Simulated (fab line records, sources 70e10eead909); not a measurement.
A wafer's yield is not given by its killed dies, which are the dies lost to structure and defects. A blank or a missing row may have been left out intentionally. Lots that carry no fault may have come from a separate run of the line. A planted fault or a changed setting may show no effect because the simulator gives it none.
Matching of chambers -- flow nand_harc -- NHARC_A_STAIRCASE_DEP_151 on pecvd-01 has 3 sister chambers
The step deposits SiO2, target thk 3800 nm. 3 wafers are shown with their chamber, then 9 later ones without.

## WAFERS, EACH WITH ITS CHAMBER
wafer,chamber,heater_power_w (W)
L088.3,0,699
L088.4,2,488
L088.6,1,652

## WAFERS WITH NO CHAMBER GIVEN
wafer,heater_power_w (W)
L090.1,692
L090.2,562
L090.3,800
L092.1,765
L092.3,594
L092.4,480
L095.2,745
L095.4,477
L095.6,586

## CHAMBER TAKEN BY EACH
wafer,from the rows above,in truth
L090.1,can't be placed: 0 or 1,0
L090.2,can't be placed: 2 or 1 or 0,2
L090.3,can't be placed: 0 or 1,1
L092.1,can't be placed: 0 or 1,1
L092.3,can't be placed: 1 or 0 or 2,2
L092.4,2,2
L095.2,can't be placed: 0 or 1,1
L095.4,2,2
L095.6,can't be placed: 1 or 2 or 0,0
Correctly placed: 2 of 9. Can't be placed from these rows: 7 (the true chamber is among the candidates in 7). Wrongly placed: 0.
How it was worked out, from the rows above alone: a wafer's distance from a chamber is the root of the sum, over the readings, of the square of ((its reading less the chamber's mean) divided by the reading's scatter). The wafer belongs to the nearest chamber; if the next one is less than 2 further off, it can't be placed. For every chamber, the mean is computed from those of its wafers that are shown. The scatter (one wafer shown for each chamber): square how far every hidden wafer sits from the nearest shown wafer, average those squares and take the square root.
